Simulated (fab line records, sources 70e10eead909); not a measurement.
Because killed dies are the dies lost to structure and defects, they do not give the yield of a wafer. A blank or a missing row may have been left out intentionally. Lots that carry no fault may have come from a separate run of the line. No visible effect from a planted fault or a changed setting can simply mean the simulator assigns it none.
A lot that was struck, set against a sound lot :: flow nand_harc :: 14 steps out of a route of 1302
Sound: these wafers, L879.1, L879.2, L879.5. Wafers L868.1, L868.2, L868.4 were the ones struck. The cause is given at the end.
At each step with rows: each side's tool, then ch and its chambers, then its first start. Under that, the readings that differ: sound wafers :: struck wafers :: difference of the means :: sigmas: that difference in standard deviations of wafers without a fault.
alike: readings with means less than 2 such deviations apart, plus words and numbers identical on both sides. not compared: withheld readings, readings lacking a value on some wafer, bounds such as >300 that could conceal the same value, and numbers that have no deviation in the record and whose values overlap.
Wherever a step has rows on one side only, a row that says differs or no value, or a row with sigmas, the two part there. Numbers that have no deviation but don't overlap get no sigmas and don't part them. A reading missing from all wafers of one side parts the sides only when that side holds two or more wafers.

first, 2 steps without rows for these wafers: NHARC_A_CONTACT_PEB_06 (peb time 65 s); NHARC_A_CONTACT_DEVELOP_07 (develop time 35 s).
NHARC_A_CONTACT_CD_MEAS_08: the cd target is 200 nm.
  sound on cd_sem-01 ch 0, day 29 07:29; struck on cd_sem-02 ch 0, day 24 08:40
  alike: cd_nm
NHARC_A_CONTACT_OVL_MEAS_09:
  sound on overlay-02 at day 29 07:35; struck on overlay-01 at day 24 08:45
reading: overlay_y_nm (nm)
sound: -1.0 -0.3 -0.3
struck: 1.5 2.1 1.2
difference: +2.1
sigmas: +3
  alike: overlay_x_nm
NHARC_A_CONTACT_INSPECT_10:
  sound on defect_inspect-02 at day 29 07:37; struck on defect_inspect-01 at day 24 08:47
  alike: raw_defect_count
NHARC_A_CONTACT_DESCUM_13: chemistry O2, time 3 s.
  sound on rie_diel-08 ch 1,2, day 29 07:41; struck on rie_diel-08 ch 0,1,2, day 24 08:51
  alike: drypump_motor_current_A, oes_product_au, rf_vpp_V, showerhead_plenum_p_Torr, throttle_valve_pct
  not compared: rf_hours_counter_h
then, 1 step without rows for these wafers: NHARC_A_CONTACT_ETCH_88 (etches the open film in CF4, target depth 39 nm, time 65 s).
NHARC_A_CONTACT_ETCH_89: etches the open film in N2/H2, target depth 260 nm, time 475.3 s.
  sound: rie_diel-08 ch 1,3; struck: rie_diel-08 ch 0,1,2
  alike: bias_w, chamber_pressure_mTorr, drypump_motor_current_A, h2_flow_sccm, oes_product_au, rf_fwd_power_W, rf_vpp_V, showerhead_plenum_p_Torr, throttle_valve_pct
  not compared: rf_hours_counter_h
NHARC_A_CONTACT_ETCH_30: etches the open film in CF4/CHF3, target depth 72.6 nm, time 36.3 s.
  sound: rie_diel-08 ch 0,1,3; struck: rie_diel-08 ch 0,1,2
reading: oes_product_au (a.u.)
sound: 0.926 0.922 0.928
struck: 0.989 0.953 0.964
difference: +0.043
sigmas: +2
  alike: bias_w, cf4_flow_sccm, drypump_motor_current_A, rf_fwd_power_W, rf_vpp_V, showerhead_plenum_p_Torr, throttle_valve_pct
  not compared: rf_hours_counter_h
NHARC_A_CONTACT_ETCH_31: etches the open film in O2/COS, target depth 2800 nm, time 728 s.
  sound: rie_diel-08 ch 0,2,3; struck: rie_diel-08 ch 1,2,3
  alike: bias_w, chamber_pressure_mTorr, drypump_motor_current_A, oes_product_au, rf_fwd_power_W, rf_vpp_V, showerhead_plenum_p_Torr, throttle_valve_pct
  not compared: rf_hours_counter_h
then, 1 step without rows for these wafers: NHARC_A_CONTACT_ETCH_134 (etches the open film in C4F8/O2/Ar, time 140 s, target depth 700 nm).
NHARC_A_CONTACT_ETCH_135: etches the open film in C4F8/O2/Ar, time 311 s, target depth 1912 nm.
  sound on har_cap_etch-03 ch 0,1, day 29 09:01; struck on har_cap_etch-02 ch 0,1, day 24 10:11
  alike: chamber_pressure_mTorr, oes_air_line_au
  not compared: rf_hours_counter_h
NHARC_A_CONTACT_ETCH_136: etches the open film in C4F8/O2/Ar, time 311 s, target depth 1912 nm.
  sound on har_cap_etch-03 ch 0,1, day 29 09:17; struck on har_cap_etch-02 ch 0,1, day 24 10:27
  no value came back on the struck wafers for chamber_pressure_mTorr (mTorr), oes_air_line_au (a.u.); on the sound wafers chamber_pressure_mTorr (mTorr) reads 19.963 20.015 19.973
  not compared: rf_hours_counter_h
then, 1 step without rows for these wafers: NHARC_A_CONTACT_ETCH_137 (etches the open film in C4F8/O2/Ar, time 311 s, target depth 1912 nm).

WHERE THEY PART
First at NHARC_A_CONTACT_OVL_MEAS_09; last, within this record, at NHARC_A_CONTACT_ETCH_136.

WHY: what the simulator had put in
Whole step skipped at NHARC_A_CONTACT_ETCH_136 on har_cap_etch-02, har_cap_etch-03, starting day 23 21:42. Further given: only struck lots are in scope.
